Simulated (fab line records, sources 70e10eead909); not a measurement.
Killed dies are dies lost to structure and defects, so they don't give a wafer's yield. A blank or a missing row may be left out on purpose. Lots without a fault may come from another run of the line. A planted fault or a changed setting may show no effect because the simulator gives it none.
A struck lot beside a sound one | flow nand_harc | 14 steps out of a route of 1159
Sound: wafers L749.3, L749.4, L749.5. Struck: wafers L758.1, L758.4, L758.6. The cause comes at the end.
At each step with rows: each side's tool, then ch and its chambers, then its first start. Under that, the readings that differ: sound wafers | struck wafers | difference of the means | sigmas: that difference in standard deviations of wafers without a fault.
alike: readings whose means differ by less than 2 such deviations, and words and numbers that are the same on both sides. not compared: withheld readings, readings that some wafer has no value for, bounds like >300 that may hide the same value, and numbers for which the record gives no deviation and whose values overlap.
The two part at a step that has a row with sigmas, a row that says differs or no value, or rows on one side only. Numbers that don't overlap but have no deviation are shown without sigmas and don't part them. A reading that every wafer of one side lacks parts them only if that side has two wafers or more.

first, 6 steps without rows for these wafers: NHARC_A_STAIRCASE_TRIM_189 (chemistry O2, time 211.2 s); NHARC_A_STAIRCASE_ETCH_190 (etches the open film in C4F8/O2, target depth 100 nm, time 40.5 s); NHARC_A_STAIRCASE_TRIM_191 (chemistry O2, time 211.2 s); NHARC_A_STAIRCASE_ETCH_192 (etches the open film in C4F8/O2, target depth 100 nm, time 40.5 s); NHARC_A_STAIRCASE_TRIM_193 (chemistry O2, time 211.2 s); NHARC_A_STAIRCASE_ETCH_194 (etches the open film in C4F8/O2, target depth 100 nm, time 40.5 s).
NHARC_A_STAIRCASE_TRIM_196: chemistry O2, time 211.2 s.
  sound on rie_diel-06 ch 0,1, day 11 11:25; struck on rie_diel-13 ch 2,3, day 14 08:14
  alike: chamber_pressure_mTorr, drypump_motor_current_A, oes_product_au, rf_vpp_V, showerhead_plenum_p_Torr, throttle_valve_pct
  not compared: rf_hours_counter_h
NHARC_A_STAIRCASE_ETCH_197: etches the open film in C4F8/O2, target depth 100 nm, time 40.5 s.
  sound on rie_diel-06 ch 0,1,3; struck on rie_diel-13 ch 0,2
  alike: bias_w, chamber_pressure_mTorr, oes_product_au, rf_vpp_V
  not compared: rf_hours_counter_h
NHARC_A_STAIRCASE_TRIM_198: chemistry O2, time 211.2 s.
  sound on rie_diel-06 ch 0,1; struck on rie_diel-13 ch 0,2,3
  alike: chamber_pressure_mTorr, drypump_motor_current_A, oes_product_au, rf_vpp_V, showerhead_plenum_p_Torr, throttle_valve_pct
  not compared: rf_hours_counter_h
NHARC_A_STAIRCASE_ETCH_199: etches the open film in C4F8/O2, target depth 100 nm, time 40.5 s.
  sound on rie_diel-06 ch 0,1,3; struck on rie_diel-13 ch 0,1,3
  alike: bias_w, chamber_pressure_mTorr, oes_product_au, rf_vpp_V
  not compared: rf_hours_counter_h
then, 1 step without rows for these wafers: NHARC_A_STAIRCASE_TRIM_200 (chemistry O2, time 211.2 s).
NHARC_A_STAIRCASE_ETCH_201: etches the open film in C4F8/O2, target depth 100 nm, time 40.5 s.
  sound on rie_diel-06 ch 0,1, day 11 12:10; struck on rie_diel-13 ch 0,1,2, day 14 08:53
  no value came back on the struck wafers for bias_w (W), chamber_pressure_mTorr (mTorr), oes_product_au (a.u.), rf_vpp_V (V); on the sound wafers bias_w (W) reads 1001 1002 1005
  not compared: rf_hours_counter_h
NHARC_A_STAIRCASE_TRIM_202: chemistry O2, time 211.2 s.
  sound on rie_diel-06 ch 1,3; struck on rie_diel-13 ch 1,2
  alike: chamber_pressure_mTorr, drypump_motor_current_A, oes_product_au, rf_vpp_V, showerhead_plenum_p_Torr, throttle_valve_pct
  not compared: rf_hours_counter_h
-- the record jumps here: 9 days lie between the struck wafers' starts before and after (it left off in module A_STAIRCASE and takes up again in module END, whose first step shown is number 1159 of the route) --
NHARC_END_SORT_01:
  the record has rows for the struck wafers here (prober-02 ch 0, day 23 03:15) and none for the sound ones

WHERE THEY PART
First at NHARC_A_STAIRCASE_ETCH_201; last, within this record, at NHARC_END_SORT_01.

WHY: what the simulator had put in
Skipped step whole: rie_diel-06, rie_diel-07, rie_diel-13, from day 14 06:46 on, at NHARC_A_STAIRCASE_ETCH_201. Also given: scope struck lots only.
